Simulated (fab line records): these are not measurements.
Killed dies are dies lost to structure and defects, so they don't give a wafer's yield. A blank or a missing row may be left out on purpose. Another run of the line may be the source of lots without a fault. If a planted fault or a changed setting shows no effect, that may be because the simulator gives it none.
Matching of chambers -- flow n5 finfet -- N5_BEOL_M12_DESCUM_15 on rie diel-06: 4 sister chambers
The step chemistry O2, time 7.9 s. 4 wafers are shown with their chamber, then 12 later ones without.

WAFERS PAIRED WITH THEIR CHAMBERS
wafer,chamber,drypump motor current A (A)
L083.2,0,5.3
L091.1,3,4.9
L091.4,2,5.4
L091.6,1,5.9

WAFERS WITH NO CHAMBER GIVEN
wafer,drypump motor current A (A)
L090.1,5.4
L090.3,5.9
L090.6,5.4
L095.2,4.9
L095.4,5.3
L095.5,5.0
L097.1,5.9
L097.2,5.4
L097.3,4.9
L097.4,5.9
L097.5,4.9
L097.6,5.4

WHICH CHAMBER EACH WENT THROUGH
wafer,from the rows above,in truth
L090.1,2,2
L090.3,1,1
L090.6,2,2
L095.2,3,3
L095.4,0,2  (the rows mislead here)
L095.5,3,3
L097.1,1,1
L097.2,2,2
L097.3,3,3
L097.4,1,1
L097.5,3,3
L097.6,2,2
Correctly placed: 11 of 12. Not placeable from these rows: 0. Number placed wrongly: 1.
How it was worked out, from the rows above alone: a wafer's distance from a chamber is the root of the sum, over the readings, of the square of ((its reading less the chamber's mean) divided by the reading's scatter). If the next closest chamber is less than 2 further off than the closest, the wafer can't be placed; otherwise it belongs to the closest. For every chamber, the mean is computed from those of its wafers that are shown. The scatter: with one shown wafer a chamber, the root of the mean of the squares of how far each hidden wafer lies from its nearest shown one.
